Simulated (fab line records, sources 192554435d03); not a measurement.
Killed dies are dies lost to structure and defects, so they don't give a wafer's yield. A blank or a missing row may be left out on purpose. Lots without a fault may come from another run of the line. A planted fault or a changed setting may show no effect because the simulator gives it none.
One fault seen from 3 desks | flow n5_finfet | each desk has only its own numbers; what lay behind them comes last

THE METROLOGY DESK
What the gauges read, lot by lot, whatever tool the lot ran on: means of the sampled wafers that have a number. A lot is out of limits, marked OUT, if its mean lies more than 4 standard deviations from the usual mean; the brackets give that distance. Of its 10 readings 7 are shown: those that lie furthest out on some lot.
Columns: A = DIBL_N at N5_BEOL_M4_RC_MEAS_101, usual 36.4 mV/V; B = DIBL_P at N5_BEOL_M4_RC_MEAS_101, usual 36.3 mV/V; C = IOFF_P at N5_BEOL_M4_RC_MEAS_101, usual 0.23 nA/um; D = SS_N at N5_BEOL_M4_RC_MEAS_101, usual 71.7 mV/dec; E = SS_P at N5_BEOL_M4_RC_MEAS_101, usual 73.3 mV/dec; F = VT_N at N5_BEOL_M4_RC_MEAS_101, usual 250 mV; G = VT_P at N5_BEOL_M4_RC_MEAS_101, usual -249 mV
lot  | first seen here | A    | B    | C    | D    | E    | F   | G
L627 | day 12 07:59    | 37.4 | 38.6 | 0.24 | 72.1 | 73.7 | 251 | -250
L628 | day 12 11:34    | 34.7 | 35.5 | 0.18 | 71.0 | 72.7 | 252 | -252
L630 | day 12 20:25    | 38.7 | 37.9 | 0.24 | 71.9 | 73.7 | 246 | -249
L639 | day 15 12:32    | 34.4 | 33.6 | 0.19 | 71.5 | 73.0 | 252 | -251
L640 | day 15 13:37    | 35.2 | 35.3 | 0.21 | 71.7 | 72.5 | 252 | -251
This desk's finding: nothing out of limits on any of the 5 lots.

THE DEFECT DESK
What the inspections along the route counted, lot by lot: means of the sampled wafers that have a number. A lot is out of limits, marked OUT, if its mean lies more than 4 standard deviations from the usual mean; the brackets give that distance.
Columns: A = raw_defect_count at N5_STI_FIN_REVEAL_INSPECT_13, usual 13
lot  | first seen here | A
L627 | day 5 02:57     | 298 (+49) OUT
L628 | day 5 09:33     | 293 (+48) OUT
L630 | day 5 19:08     | 297 (+49) OUT
L639 | day 8 02:45     | 11
L640 | day 8 08:54     | 10
This desk's finding: out of limits on L627, L628, L630; first on L627, day 5 02:57 (raw_defect_count at N5_STI_FIN_REVEAL_INSPECT_13). In limits: L639, L640.

THE TOOL OWNER'S DESK: remote_plasma-02
The tool's own readings at N5_STI_FIN_REVEAL_PRECLEAN_17 (cleans in NF3:NH3, afs cycles 1, time 20 s, sublimation time 60 s): means of the sampled wafers that have a number, for each lot that ran on this tool. A lot is out of limits, marked OUT, if its mean lies more than 4 standard deviations from the usual mean; the brackets give that distance.
Columns: A = sublimation_temp_c at N5_STI_FIN_REVEAL_PRECLEAN_17, usual 179.97 C
lot  | first seen here | A
L627 | day 5 02:02     | 180.06
L628 | day 5 08:39     | 179.78
L630 | day 5 18:14     | 179.87
L639 | day 8 01:51     | 179.99
L640 | day 8 08:02     | 180.12
This desk's finding: nothing out of limits on any of the 5 lots.

PUT TOGETHER
The defect desk could have raised an alarm at day 5 02:57, on L627, L628, L630.
The metrology desk saw nothing out of limits.
The tool owner's desk saw nothing out of limits.
The metrology desk has L627, L628, L630 on record, within its limits.
The tool owner's desk has L627, L628, L630 on record, within its limits.
Of the lots named, all ran N5_STI_FIN_REVEAL_PRECLEAN_17 on remote_plasma-02.

WHAT THE SIMULATOR HAD PUT IN
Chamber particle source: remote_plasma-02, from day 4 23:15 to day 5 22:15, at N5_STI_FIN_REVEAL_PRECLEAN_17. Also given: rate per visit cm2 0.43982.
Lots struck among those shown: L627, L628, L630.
Hours from the fault's start to each desk's first reading out of limits: the defect desk, 4.
